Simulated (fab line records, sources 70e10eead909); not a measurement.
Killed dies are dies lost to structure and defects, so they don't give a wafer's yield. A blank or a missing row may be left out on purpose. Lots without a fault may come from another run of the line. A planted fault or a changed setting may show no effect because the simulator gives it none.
fab line records | flow nand_harc
record lots=24 wafers=72 last_day=34
route steps=1302 shown A_STAIRCASE@842 A_SGD_CUT@908
lots that met no fault: from a run of the same line without faults
start_h: hours from the record's first day to the start of the lot's first wafer shown | wait_h: hours since the lot's step before | " the same as in the row above | L1.1+2: a row that stands for several wafers | - no value, or no start given | * or withheld: withheld | < > ~ a bound
route shown NAME@n: a module of which the file shows steps, and the number in the route of the first | usual: mean/standard deviation of fault-free wafers | same: alike in all rows | chamber/n: place in a boat | sites: the reading at each site | _std_site: their standard deviation | _edge_site: outer sites' mean less inner sites' | radius_mm: how far each site lies from the wafer's centre | mask NAME#n: copy n | behind: the tool/chamber that last shaped the wafer | hold: why the lot was held/for how many hours/how that ended | device: the transistor (n, p or np) that didn't switch | end of line: the same wafers' tests at the end of the route | a step without rows: its recipe alone | killed: dies lost to structure and defects at the first sort, not the wafer's yield | map: a wafer's dies, x killed, . not, _ none there
set.NAME: the setting as run; set.NAME@STEP: as run at that earlier step | model.NAME: the simulator's own value behind a step, which no gauge read
steps of the route over a sample of lots; a table a step, a row a wafer
services: from which hour (start_h, from the record's first day; less than 0 if before it) a tool's chamber was out of use, for how many hours, and why
## steps
# step NHARC_A_STAIRCASE_ETCHBACK_416
# recipe target_depth_a=360 time_s=7.2 c4f8_flow_sccm=withheld o2_flow_sccm=8 ar_flow_sccm=withheld rf_w=600 bias_w=800 chemistry=C4F8/O2/Ar
# usual chamber_pressure_mTorr=25.002/0.024 oes_product_au=0.935/0.028 rf_vpp_V=723/5.1
# columns lot.wafer tool chamber start_h wait_h chamber_pressure_mTorr oes_product_au rf_hours_counter_h rf_vpp_V
L075.3 rie_diel-11 3 - - 25.038 0.899 41 725
L075.5 " 2 " " 24.976 0.929 - 719
L075.6 " 3 " " 24.979 0.911 - 725
L074.4 rie_diel-11 2 - - 25.001 0.933 44 719
L074.1 " 0 " " 25.025 0.917 36 717
L074.6 " 1 " " 25.024 0.934 - 721
L076.3 rie_diel-03 2 - - 25.024 0.942 37 715
L076.5 " 0 " " 25.006 0.934 - 729
L076.6 " 1 " " 25.011 0.930 - 719
L077.2 rie_diel-11 3 - - 25.010 0.906 52 725
L077.3 " 0 " " 24.989 0.915 49 717
L077.5 " 0 " " 24.984 0.920 - 718
L078.4 rie_diel-03 0 - - 24.978 0.933 47 729
L078.5 " 1 " " 24.977 0.921 - 720
L078.6 " 2 " " 25.035 0.935 - 716
L079.4 rie_diel-11 0 - - 24.994 0.988 2 717
L079.1 " 1 " " 25.000 1.020 2 720
L079.2 " 3 " " 24.986 1.003 2 725
L080.1 rie_diel-04 1 - - 24.978 0.923 27 731
L080.3 " 3 " " 25.052 0.934 33 718
L080.5 " 2 " " 25.022 0.933 - 722
L081.3 rie_diel-11 0 - - 25.002 0.912 3 716
L081.1 " 2 " " 24.994 0.921 3 720
L081.2 " 3 " " 25.026 0.930 3 724
L082.1 rie_diel-11 1 - - 24.997 0.934 8 721
L082.3 " 3 " " 24.967 0.938 8 725
L082.5 " 1 " " 24.971 0.923 - 721
L086.2 rie_diel-04 3 - - 25.032 0.939 47 717
L086.5 " 1 " " 25.000 0.912 - 729
L086.6 " 2 " " 24.981 0.924 - 723
L084.3 rie_diel-11 3 - - 24.970 0.928 16 725
L084.4 " 1 " " 24.988 0.943 16 722
L084.5 " 3 " " 25.007 0.946 - 726
L083.2 rie_diel-03 0 - - 25.022 0.940 9 729
L083.5 " 0 " " 25.011 0.923 - 728
L083.6 " 1 " " 25.039 0.909 - 720
L085.3 rie_diel-04 3 - - 25.011 0.954 54 717
L085.4 " 2 " " 25.014 0.937 48 721
L085.5 " 0 " " 25.027 0.923 - 732
L087.2 rie_diel-04 3 - - 24.997 0.954 57 716
L087.1 " 0 " " 25.025 0.925 47 730
L087.4 " 2 " " 24.983 0.932 51 723
L088.3 rie_diel-11 2 - - 25.031 0.994 33 719
L088.4 " 3 " " 25.039 1.002 31 727
L088.6 " 2 " " 24.992 0.994 - 718
L089.3 rie_diel-03 3 - - 25.027 0.913 22 724
L089.2 " 1 " " 24.994 0.923 26 719
L089.6 " 0 " " 24.992 0.931 - 729
L090.1 rie_diel-04 2 - - 24.979 1.001 1 722
L090.2 " 0 " " 24.917 0.984 1 728
L090.3 " 1 " " 25.019 0.975 0 728
L091.3 rie_diel-04 1 - - 24.960 0.905 3 728
L091.1 " 2 " " 24.976 0.945 4 723
L091.2 " 3 " " 25.028 0.916 3 731
L092.2 rie_diel-04 1 - - 24.976 0.898 4 731
L092.1 " 3 " " 24.999 0.917 4 731
L092.5 " 0 " " 24.983 0.921 - 730
L093.1 rie_diel-04 1 - - 24.968 0.907 7 730
L093.2 " 2 " " 24.987 0.936 7 722
L093.5 " 0 " " 24.989 0.918 - 729
L095.2 rie_diel-11 3 - - 25.022 0.931 50 724
L095.1 " 0 " " 25.038 0.921 47 715
L095.3 " 1 " " 24.990 0.946 51 720
L094.3 rie_diel-11 0 - - 24.993 0.922 47 717
L094.1 " 2 " " 25.023 0.914 55 718
L094.5 " 0 " " 24.985 0.921 - 715
L096.3 rie_diel-11 2 - - 24.988 0.912 57 718
L096.4 " 0 " " 25.056 0.921 49 716
L096.1 " 1 " " 25.060 0.945 54 719
L097.2 rie_diel-03 0 617.72 1.6 24.983 0.942 47 727
L097.5 " 1 " " 24.972 0.911 - 717
L097.6 " 2 " " 25.026 0.943 - 731
# step NHARC_A_STAIRCASE_DEP_417
# recipe target_thk_a=600 step_coverage_pct=20 temp_c=400 target_thk_nm=60 flow_sccm=200 rf_w=450 material=Si3N4
# usual heater_power_w=671/96
# columns lot.wafer tool chamber start_h wait_h heater_power_w
L075.3 pecvd-02 2 392.60 - 509
L075.5 " 0 " " 641
L075.6 " 1 " " 792
L074.1 pecvd-02 0 397.84 - 715
L074.4 " 1 " " 701
L074.6 " 2 " " 537
L076.3 pecvd-03 0 412.53 - 661
L076.6 " 1 " " 601
L076.5 " 2 " " 662
L077.2 pecvd-03 1 429.23 - 623
L077.3 " 0 " " 797
L077.5 " 0 " " 810
L078.4 pecvd-02 0 431.50 - 724
L078.5 " 1 " " 628
L078.6 " 2 " " 571
L079.1 pecvd-02 0 451.24 - 599
L079.2 " 2 " " 472
L079.4 " 1 " " 701
L080.3 pecvd-03 2 452.45 - 587
L080.1 " 0 " " 786
L080.5 " 1 " " 715
L081.3 pecvd-03 0 457.96 - 736
L081.1 " 1 " " 718
L081.2 " 2 " " 553
L082.3 pecvd-02 2 470.73 - 576
L082.1 " 0 " " 696
L082.5 " 0 " " 698
L086.2 pecvd-03 0 488.85 - 811
L086.5 " 2 " " 616
L086.6 " 1 " " 686
L084.3 pecvd-03 1 495.72 - 730
L084.5 " 0 " " 707
L084.4 " 1 " " 572
L083.2 pecvd-02 1 497.87 - 634
L083.6 " 2 " " 487
L083.5 " 0 " " 631
L085.3 pecvd-03 1 510.59 - 657
L085.5 " 0 " " 660
L085.4 " 2 " " 674
L087.1 pecvd-04 2 522.07 - 720
L087.2 " 1 " " 590
L087.4 " 0 " " 752
L088.3 pecvd-04 1 537.15 - 704
L088.4 " 2 " " 686
L088.6 " 1 " " 701
L089.2 pecvd-02 0 539.14 - 638
L089.3 " 1 " " 614
L089.6 " 1 " " 624
L090.1 pecvd-04 0 548.89 - 895
L090.2 " 1 " " 650
L090.3 " 2 " " 640
L091.2 pecvd-02 2 562.63 - 563
L091.1 " 0 " " 672
L091.3 " 1 " " 621
L092.1 pecvd-02 2 564.55 - 528
L092.2 " 0 " " 727
L092.5 " 0 " " 712
L093.2 pecvd-02 1 576.60 - 684
L093.1 " 0 " " 644
L093.5 " 2 " " 470
L095.2 pecvd-03 2 593.52 - 711
L095.1 " 0 " " 834
L095.3 " 1 " " 644
L094.3 pecvd-04 2 595.90 - 634
L094.1 " 1 " " 679
L094.5 " 0 " " 904
L096.1 pecvd-04 0 603.98 - 863
L096.3 " 1 " " 681
L096.4 " 0 " " 838
L097.2 pecvd-03 1 617.92 - 654
L097.6 " 1 " " 669
L097.5 " 2 " " 677
# step NHARC_A_STAIRCASE_ETCH_444
# recipe target_depth_a=2.04e+05 time_s=6800 c4f8_flow_sccm=20 o2_flow_sccm=10 ar_flow_sccm=withheld rf_w=600 bias_w=1000 chemistry=C4F8/O2
# usual chamber_pressure_mTorr=24.999/0.025 oes_product_au=0.932/0.022 rf_vpp_V=808/5.8
# columns lot.wafer tool chamber start_h wait_h chamber_pressure_mTorr oes_product_au rf_hours_counter_h rf_vpp_V
L075.3 rie_diel-11 3 431.93 0.2 25.024 0.913 54 808
L075.5 " 3 433.84 2.1 24.957 0.900 - 808
L075.6 " 0 " " 25.019 0.912 - 798
L074.4 rie_diel-04 1 440.08 1.1 25.007 0.916 23 814
L074.1 " 2 " " 25.014 0.925 25 806
L074.6 " 0 " " 25.011 0.929 - 815
L076.3 rie_diel-03 3 451.50 1.0 24.999 0.914 54 811
L076.5 " 1 " " 24.957 0.924 - 803
L076.6 " 2 " " 25.015 0.924 - 798
L077.2 rie_diel-03 1 467.76 0.1 24.959 0.956 1 804
L077.3 " 3 " " 24.986 0.958 1 810
L077.5 " 2 470.15 2.4 25.039 1.000 - 815
L078.4 rie_diel-04 1 469.00 1.1 24.962 0.905 34 815
L078.6 " 3 " " 25.010 0.939 - 799
L078.5 " 0 " " 25.045 0.940 - 815
L079.4 rie_diel-03 1 487.01 0.1 24.966 0.980 9 801
L079.1 " 2 " " 25.056 1.003 10 814
L079.2 " 0 " " 24.992 0.977 7 813
L080.1 rie_diel-11 2 487.05 0.1 24.985 0.922 15 802
L080.3 " 1 488.48 1.5 25.025 0.945 15 804
L080.5 " 2 " " 24.974 0.928 - 803
L081.2 rie_diel-11 0 503.98 0.1 25.005 0.923 19 799
L081.3 " 1 " " 25.023 0.954 20 802
L081.1 " 3 " " 25.057 0.920 19 808
L082.3 rie_diel-03 2 514.81 0.1 25.008 0.990 18 815
L082.1 " 3 " " 24.990 0.985 14 810
L082.5 " 3 517.21 2.4 25.010 0.980 - 811
L086.2 rie_diel-04 0 530.44 0.6 24.985 0.928 50 816
L086.5 " 3 531.85 1.9 24.990 0.945 - 800
L086.6 " 0 " " 25.018 0.935 - 813
L083.2 rie_diel-11 0 530.73 1.0 24.975 0.924 26 800
L083.6 " 2 " " 24.975 0.910 - 802
L083.5 " 3 " " 25.017 0.932 - 810
L084.4 rie_diel-03 3 531.08 1.0 24.943 0.917 19 809
L084.3 " 0 " " 24.978 0.928 17 813
L084.5 " 1 " " 25.005 0.917 - 803
L085.4 rie_diel-11 2 547.22 0.1 24.987 0.921 38 802
L085.3 " 3 " " 24.971 0.921 35 808
L085.5 " 2 549.13 1.9 24.985 0.916 - 803
L087.1 rie_diel-03 3 558.84 0.5 25.033 0.925 24 809
L087.2 " 0 " " 24.939 0.936 25 814
L087.4 " 1 " " 24.970 0.923 31 803
L089.2 rie_diel-11 1 574.88 0.1 24.992 0.943 44 803
L089.3 " 3 " " 24.979 0.928 45 809
L089.6 " 2 577.28 2.4 25.010 0.916 - 802
L088.3 rie_diel-03 3 575.05 0.1 24.972 0.922 31 808
L088.4 " 2 576.45 1.5 24.991 0.945 38 814
L088.6 " 0 " " 24.972 0.929 - 814
L090.1 rie_diel-04 0 584.57 0.5 24.999 0.918 12 815
L090.2 " 1 " " 25.012 0.899 11 813
L090.3 " 2 " " 25.000 0.928 11 807
L091.1 rie_diel-04 0 602.51 0.1 25.007 0.919 21 814
L091.3 " 1 " " 25.034 0.913 18 813
L091.2 " 2 " " 25.023 0.930 18 805
L092.2 rie_diel-03 0 602.65 0.1 25.008 0.940 39 812
L092.1 " 3 604.10 1.5 24.998 0.939 40 811
L092.5 " 0 " " 24.971 0.938 - 814
L093.2 rie_diel-04 2 615.56 0.5 24.981 0.909 24 806
L093.1 " 3 " " 24.986 0.915 20 817
L093.5 " 2 617.46 2.4 24.986 0.918 - 806
L094.1 rie_diel-04 3 629.94 0.1 24.945 0.920 25 815
L094.3 " 1 " " 25.012 0.911 30 811
L094.5 " 3 " " 24.967 0.930 - 817
L095.1 rie_diel-03 0 630.57 0.5 24.987 0.933 50 812
L095.2 " 1 " " 25.035 0.921 54 803
L095.3 " 2 " " 25.027 0.945 54 816
L096.1 rie_diel-04 2 645.85 0.1 25.002 0.931 34 804
L096.4 " 0 " " 24.994 0.912 38 815
L096.3 " 1 " " 25.036 0.903 34 811
L097.2 rie_diel-04 2 660.02 1.0 25.004 0.929 41 804
L097.5 " 0 " " 24.987 0.914 - 814
L097.6 " 1 " " 24.976 0.912 - 813
# step NHARC_A_STAIRCASE_STRIP_475
# recipe time_s=20 o2_flow_sccm=500 ar_flow_sccm=0 bias_w=0 chemistry=O2
# usual chamber_pressure_mTorr=60.00/0.056 drypump_motor_current_A=5.7/0.39 oes_product_au=1.001/0.015 rf_vpp_V=57.8/1 showerhead_plenum_p_Torr=3.57/0.18 throttle_valve_pct=17.036/0.009
# columns lot.wafer tool chamber start_h wait_h chamber_pressure_mTorr drypump_motor_current_A oes_product_au rf_hours_counter_h rf_vpp_V showerhead_plenum_p_Torr throttle_valve_pct
L075.3 rie_diel-03 3 - - 60.00 6.3 0.987 48 58.4 3.62 17.031
L075.6 " 1 " " 60.01 5.3 0.999 - 57.8 3.43 17.042
L075.5 " 2 " " 60.00 6.1 0.999 - 55.6 3.28 17.037
L074.4 rie_diel-03 3 - - 59.92 6.3 0.989 51 58.1 3.62 17.035
L074.1 " 0 " " 59.95 5.6 0.985 54 56.7 3.75 17.033
L074.6 " 2 " " 59.91 6.2 1.007 - 55.6 3.27 17.037
L076.3 rie_diel-04 1 - - 59.96 6.0 0.987 29 57.3 3.76 17.034
L076.6 " 3 " " 59.95 5.2 1.013 - 57.6 3.30 17.031
L076.5 " 0 " " 60.02 5.5 0.999 - 58.0 3.80 17.022
L077.3 rie_diel-11 0 - - 60.07 5.5 0.996 9 57.0 3.30 17.036
L077.2 " 3 " " 60.04 5.2 1.000 9 57.9 3.59 17.047
L077.5 " 0 " " 59.94 5.5 0.993 - 56.5 3.30 17.035
L078.4 rie_diel-03 2 - - 60.01 6.2 1.019 4 57.5 3.81 17.045
L078.5 " 2 " " 60.07 6.1 1.038 - 59.3 3.81 17.043
L078.6 " 3 " " 60.02 6.3 1.003 - 57.2 3.62 17.038
L079.2 rie_diel-11 1 - - 60.11 6.3 1.034 16 55.5 3.41 17.042
L079.4 " 3 " " 59.88 5.2 1.016 16 56.6 3.59 17.036
L079.1 " 0 " " 60.01 5.5 0.997 14 56.6 3.30 17.027
L080.3 rie_diel-03 1 - - 59.99 5.3 0.996 12 58.2 3.41 17.042
L080.1 " 2 " " 59.96 6.1 1.033 13 58.0 3.80 17.033
L080.5 " 0 " " 59.98 5.6 1.001 - 57.9 3.74 17.044
L081.3 rie_diel-03 1 - - 60.01 5.3 0.995 16 58.3 3.41 17.042
L081.2 " 2 " " 60.01 6.1 1.028 16 57.9 3.80 17.034
L081.1 " 0 " " 60.07 5.6 1.020 12 58.7 3.74 17.044
L082.3 rie_diel-03 1 521.24 0.1 60.01 5.3 0.996 18 57.5 3.41 17.047
L082.1 " 0 " " 59.99 5.7 1.010 15 58.7 3.74 17.048
L082.5 " 3 " " 60.02 6.3 0.998 - 58.1 3.61 17.031
L083.2 rie_diel-03 3 - - 60.07 6.3 1.002 21 57.9 3.61 17.044
L083.5 " 1 " " 59.98 5.3 0.990 - 57.1 3.41 17.022
L083.6 " 2 " " 60.10 6.1 1.020 - 57.6 3.79 17.030
L086.2 rie_diel-03 2 - - 59.96 6.1 1.030 26 58.5 3.79 17.030
L086.6 " 1 " " 60.02 5.3 0.997 - 57.9 3.41 17.043
L086.5 " 2 " " 59.98 6.1 1.035 - 57.6 3.79 17.025
L084.4 rie_diel-11 1 - - 60.02 6.2 1.019 32 58.3 3.41 17.042
L084.3 " 0 " " 60.02 5.5 0.987 29 57.7 3.29 17.029
L084.5 " 1 " " 59.93 6.2 1.016 - 57.9 3.41 17.031
L085.4 rie_diel-04 1 - - 60.03 6.1 0.970 2 59.4 3.74 17.039
L085.3 " 0 " " 60.04 5.5 0.982 2 58.2 3.78 17.032
L085.5 " 2 " " 60.03 5.4 0.999 - 58.4 3.48 17.029
L087.1 rie_diel-11 2 - - 60.07 5.7 0.995 44 56.6 3.36 17.041
L087.4 " 0 " " 59.90 5.5 0.990 37 57.8 3.29 17.050
L087.2 " 1 " " 59.99 6.2 1.024 40 57.4 3.40 17.024
L089.3 rie_diel-04 0 - - 60.04 5.5 0.982 10 59.5 3.77 17.047
L089.2 " 1 " " 60.03 6.0 0.982 10 59.0 3.74 17.035
L089.6 " 0 " " 60.05 5.5 0.984 - 59.6 3.77 17.049
L088.4 rie_diel-04 0 - - 60.02 5.5 0.992 10 57.1 3.77 17.033
L088.3 " 1 " " 60.06 6.0 0.979 10 57.6 3.73 17.030
L088.6 " 1 " " 60.03 6.0 0.981 - 59.1 3.74 17.052
L090.1 rie_diel-03 0 - - 59.98 5.7 1.018 36 58.3 3.72 17.033
L090.2 " 1 " " 59.95 5.2 1.000 40 57.3 3.40 17.035
L090.3 " 3 " " 59.95 6.3 1.003 36 59.3 3.60 17.020
L092.1 rie_diel-03 1 - - 59.94 5.2 0.994 47 57.5 3.40 17.040
L092.2 " 0 " " 59.95 5.7 1.012 43 59.7 3.72 17.040
L092.5 " 1 " " 60.00 5.3 0.990 - 57.5 3.40 17.013
L091.3 rie_diel-04 2 - - 60.08 5.4 0.993 22 56.8 3.47 17.040
L091.2 " 3 " " 59.98 5.2 0.994 18 57.8 3.80 17.022
L091.1 " 0 " " 60.03 5.5 0.994 24 59.2 3.76 17.025
L093.1 rie_diel-11 1 - - 60.08 6.2 1.018 0 55.6 3.39 17.042
L093.2 " 2 " " 59.94 5.7 1.003 0 56.2 3.35 17.019
L093.5 " 0 " " 60.02 5.5 0.992 - 58.9 3.81 17.044
L095.3 rie_diel-04 1 - - 59.91 6.1 0.975 32 56.9 3.72 17.053
L095.1 " 2 " " 59.97 5.5 1.007 32 58.4 3.47 17.035
L095.2 " 0 " " 59.90 5.5 0.995 35 58.2 3.76 17.021
L094.1 rie_diel-11 0 637.04 0.6 60.05 5.5 0.994 6 58.5 3.80 17.034
L094.3 " 1 " " 60.06 6.2 1.035 5 57.9 3.39 17.054
L094.5 " 1 " " 60.02 6.2 1.033 - 56.6 3.39 17.030
L096.1 rie_diel-03 2 - - 59.89 6.1 1.014 3 58.7 3.77 17.035
L096.4 " 0 " " 60.04 5.7 1.024 3 57.5 3.71 17.046
L096.3 " 1 " " 60.05 5.3 0.999 3 58.4 3.39 17.033
L097.2 rie_diel-11 0 - - 59.91 5.5 0.993 18 59.1 3.80 17.027
L097.6 " 2 " " 59.95 5.7 0.997 - 56.8 3.35 17.034
L097.5 " 3 " " 60.10 5.2 0.988 - 56.8 3.56 17.027
# step NHARC_A_SGD_CUT_ETCH_16
# recipe target_depth_a=3105 time_s=155.2 c4f8_flow_sccm=withheld o2_flow_sccm=8 ar_flow_sccm=withheld rf_w=600 bias_w=800 chemistry=C4F8/O2/Ar
# usual chamber_pressure_mTorr=25.004/0.022 oes_product_au=0.974/0.012 rf_vpp_V=722/3.5
# columns lot.wafer tool chamber start_h wait_h chamber_pressure_mTorr oes_product_au rf_hours_counter_h rf_vpp_V
L075.3 rie_diel-02 3 - - 24.991 0.983 2 722
L075.5 " 0 " " 24.992 0.973 - 720
L075.6 " 1 " " 25.028 0.980 - 716
L074.1 rie_diel-02 2 - - 25.056 0.981 2 721
L074.4 " 3 " " 25.003 0.990 2 722
L074.6 " 3 " " 25.020 0.988 - 723
L076.3 rie_diel-12 1 - - 24.988 0.976 0 728
L076.5 " 2 " " 25.012 0.976 - 723
L076.6 " 3 " " 25.006 0.992 - 723
L077.3 rie_diel-12 3 - - 25.001 0.966 2 722
L077.2 " 0 " " 24.971 0.957 2 720
L077.5 " 0 " " 25.015 0.953 - 720
L078.4 rie_diel-13 1 - - 24.969 0.954 6 721
L078.5 " 2 " " 25.035 0.971 - 715
L078.6 " 3 " " 25.024 0.964 - 728
L079.2 rie_diel-12 1 - - 25.002 0.977 4 728
L079.4 " 3 " " 25.004 0.958 4 723
L079.1 " 0 " " 25.017 0.961 4 721
L080.3 rie_diel-13 2 - - 25.039 0.958 7 718
L080.1 " 0 " " 25.035 0.983 7 727
L080.5 " 3 " " 24.963 0.955 - 727
L081.2 rie_diel-12 1 - - 24.985 0.983 6 729
L081.3 " 2 " " 25.004 0.959 5 724
L081.1 " 0 " " 24.981 0.974 5 721
L082.1 rie_diel-12 2 - - 25.022 0.980 6 723
L082.3 " 0 " " 24.974 0.966 - 720
L082.5 " 2 " " 25.007 0.977 - 725
L083.2 rie_diel-02 1 - - 25.027 0.985 7 716
L083.5 " 0 " " 25.019 0.966 - 720
L083.6 " 1 " " 25.017 0.990 - 717
L086.2 rie_diel-13 3 - - 25.016 0.968 1 726
L086.6 " 2 " " 25.032 0.944 - 717
L086.5 " 3 " " 24.995 0.963 - 729
L084.3 rie_diel-12 3 - - 25.015 0.970 6 722
L084.4 " 0 " " 25.037 0.972 9 719
L084.5 " 0 " " 25.024 0.966 - 719
L085.4 rie_diel-12 1 - - 24.998 0.969 10 729
L085.3 " 2 " " 25.015 0.963 10 723
L085.5 " 2 " " 24.992 0.953 - 723
L087.2 rie_diel-13 3 - - 25.037 0.974 2 730
L087.4 " 0 " " 25.005 0.965 2 724
L087.1 " 2 " " 24.966 0.972 2 717
L089.2 rie_diel-02 0 - - 25.003 0.972 1 719
L089.3 " 2 " " 25.018 0.970 1 721
L089.6 " 3 " " 25.040 0.975 - 723
L088.3 rie_diel-12 2 - - 25.009 0.998 13 723
L088.4 " 3 " " 25.039 0.997 10 723
L088.6 " 3 " " 24.976 0.999 - 721
L090.2 rie_diel-02 1 - - 24.992 0.999 2 717
L090.1 " 2 " " 24.982 0.994 2 721
L090.3 " 0 " " 24.977 0.968 2 718
L092.1 rie_diel-02 2 - - 25.014 0.980 3 720
L092.2 " 0 " " 25.010 0.973 3 719
L092.5 " 3 " " 25.007 0.982 - 723
L091.3 rie_diel-12 2 - - 24.990 0.980 14 723
L091.2 " 3 " " 25.003 0.977 11 723
L091.1 " 0 " " 24.974 0.975 14 721
L093.2 rie_diel-02 2 - - 24.996 0.962 4 722
L093.1 " 0 " " 24.972 0.967 4 720
L093.5 " 2 " " 25.005 0.971 - 722
L095.2 rie_diel-02 3 - - 24.939 0.976 5 722
L095.3 " 0 " " 25.026 0.976 5 718
L095.1 " 1 " " 25.014 0.995 5 715
L094.3 rie_diel-12 1 - - 24.996 0.965 1 727
L094.1 " 3 " " 24.988 0.974 1 722
L094.5 " 2 " " 25.021 0.969 - 724
L096.1 rie_diel-02 1 - - 24.974 0.949 5 717
L096.3 " 3 " " 24.959 0.967 6 723
L096.4 " 0 " " 24.996 0.940 6 719
L097.2 rie_diel-13 0 - - 25.028 0.959 7 725
L097.5 " 0 " " 24.995 0.963 - 725
L097.6 " 1 " " 25.009 0.975 - 722
# step NHARC_A_SGD_CUT_INSPECT_25
# usual raw_defect_count=390/97
# columns lot.wafer tool chamber start_h wait_h raw_defect_count
L075.3 defect_inspect-01 - 448.11 - 727
L075.5 " - " " 485
L075.6 " - " " 563
L074.1 defect_inspect-01 - 452.95 - 322
L074.4 " - " " 380
L074.6 " - " " 375
L076.3 defect_inspect-01 - 468.73 - 420
L076.5 " - " " 550
L076.6 " - " " 389
L077.2 defect_inspect-01 - 483.08 - 384
L077.3 " - " " 395
L077.5 " - " " 342
L078.4 defect_inspect-02 - 483.25 - 406
L078.5 " - " " 392
L078.6 " - " " 381
L080.1 defect_inspect-02 - 503.22 - 338
L080.3 " - " " 526
L080.5 " - " " 537
L079.1 defect_inspect-01 - 503.24 - 253
L079.2 " - " " 279
L079.4 " - " " 301
L081.1 defect_inspect-02 - 518.51 - 550
L081.2 " - " " 502
L081.3 " - " " 409
L082.1 defect_inspect-01 - 533.89 - 336
L082.3 " - " " 383
L082.5 " - " " 338
L083.2 defect_inspect-01 - 547.04 - 443
L083.5 " - " " 475
L083.6 " - " " 352
L086.2 defect_inspect-02 - 547.05 - 363
L086.5 " - " " 329
L086.6 " - " " 405
L084.3 defect_inspect-01 - 547.10 - 250
L084.4 " - " " 298
L084.5 " - " " 363
L085.3 defect_inspect-02 - 563.89 - 344
L085.4 " - " " 428
L085.5 " - " " 360
L087.1 defect_inspect-01 - 573.20 - 350
L087.2 " - " " 431
L087.4 " - " " 393
L089.2 defect_inspect-02 - 592.65 - 450
L089.3 " - " " 524
L089.6 " - " " 286
L088.3 defect_inspect-01 - 592.66 - 400
L088.4 " - " " 486
L088.6 " - " " 662
L090.1 defect_inspect-02 - 599.10 - 415
L090.2 " - " " 376
L090.3 " - " " 454
L092.1 defect_inspect-01 - 617.29 - 305
L092.2 " - " " 301
L092.5 " - " " 383
L091.1 defect_inspect-02 - 617.33 - 248
L091.2 " - " " 268
L091.3 " - " " 216
L093.1 defect_inspect-02 - 631.41 - 419
L093.2 " - " " 500
L093.5 " - " " 505
L095.1 defect_inspect-02 - 645.54 - 413
L095.2 " - " " 382
L095.3 " - " " 505
L094.1 defect_inspect-01 - 645.54 - 297
L094.3 " - " " 345
L094.5 " - " " 303
L096.1 defect_inspect-02 - 660.94 - 370
L096.3 " - " " 405
L096.4 " - " " 266
L097.2 defect_inspect-02 - 677.00 - 388
L097.5 " - " " 386
L097.6 " - " " 331
## services
# columns tool chamber start_h hours kind
rie_diel-03 - 368.51 0.6 repair
rie_diel-02 3 379.94 3.2 repair
rie_diel-02 - 384.79 0.2 repair
pecvd-03 - 391.07 9.2 repair
rie_diel-04 0 393.17 26.6 repair
pecvd-02 - 408.00 13.0 pm
rie_diel-12 2 408.25 3.0 repair
rie_diel-11 - 434.79 9.0 pm
rie_diel-12 - 445.75 9.0 pm
rie_diel-03 - 458.59 9.0 pm
rie_diel-12 3 512.50 22.2 repair
rie_diel-03 2 517.55 7.5 repair
rie_diel-12 1 523.18 2.4 repair
rie_diel-04 - 535.82 9.0 pm
rie_diel-03 3 546.16 10.6 repair
pecvd-02 - 589.04 13.0 pm
rie_diel-04 3 595.62 12.3 repair
rie_diel-11 - 611.84 9.0 pm
pecvd-02 1 618.14 1.9 repair
rie_diel-12 - 622.84 9.0 pm
rie_diel-11 3 634.12 19.6 repair
rie_diel-03 - 635.59 9.0 pm
pecvd-02 2 641.47 4.4 repair
rie_diel-12 0 662.94 9.8 repair
## key
fault none
